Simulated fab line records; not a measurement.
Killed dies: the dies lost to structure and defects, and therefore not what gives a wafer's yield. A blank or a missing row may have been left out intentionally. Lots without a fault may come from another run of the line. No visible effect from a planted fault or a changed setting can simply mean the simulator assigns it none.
Matching of chambers | flow n5Finfet | uvCure-01 running N5_BEOL_M10_CURE_72: 3 sister chambers
The step cures SiCOH lowk, time 120 s. 6 wafers are shown with their chamber, then 12 later ones without.

WAFERS, EACH WITH ITS CHAMBER
wafer  | chamber | wafer_temp_C_max | lampPowerPct (%)
L078.5 | 2       | 371.6            | 52.40
L078.6 | 2       | 372.1            | 52.28
L085.3 | 1       | 373.0            | 52.24
L085.4 | 1       | 373.0            | 52.32
L087.5 | 0       | 372.6            | 52.31
L087.6 | 0       | 372.7            | 52.22

WAFERS MISSING THEIR CHAMBER
wafer  | wafer_temp_C_max | lampPowerPct (%)
L086.1 | 371.6            | 52.34
L086.3 | 372.0            | 52.32
L086.4 | 371.8            | 52.31
L088.3 | 373.1            | 52.28
L088.5 | 372.7            | 52.34
L088.6 | 372.8            | 52.32
L097.3 | 373.6            | 52.27
L097.4 | 372.5            | 52.37
L097.6 | 371.8            | 52.24
L095.1 | 371.2            | 52.20
L095.3 | 371.2            | 52.29
L095.4 | 371.1            | 52.28

CHAMBER TAKEN BY EACH
wafer  | from the rows above          | in truth
L086.1 | 2                            | 2
L086.3 | 2                            | 2
L086.4 | 2                            | 2
L088.3 | can't be placed: 1 or 0      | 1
L088.5 | can't be placed: 0 or 1      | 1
L088.6 | can't be placed: 0 or 1      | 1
L097.3 | can't be placed: 1 or 0      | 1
L097.4 | can't be placed: 0 or 1 or 2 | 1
L097.6 | 2                            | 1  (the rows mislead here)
L095.1 | 2                            | 2
L095.3 | 2                            | 2
L095.4 | 2                            | 2
Placed correctly: 6 of 12. Not placeable from these rows: 5 (in 5, the candidates include the true chamber). Placed wrongly: 1.
How it was worked out, from the rows above alone: a wafer's distance from a chamber is the root of the sum, over the readings, of the square of ((its reading less the chamber's mean) divided by the reading's scatter). The wafer belongs to the nearest chamber; if the next one is less than 2 further off, it can't be placed. Each chamber's mean is taken over the wafers shown for it. The scatter: take each reading less its chamber's mean, square it, sum over the shown wafers, divide by the number of wafers less the number of chambers, and take the root.
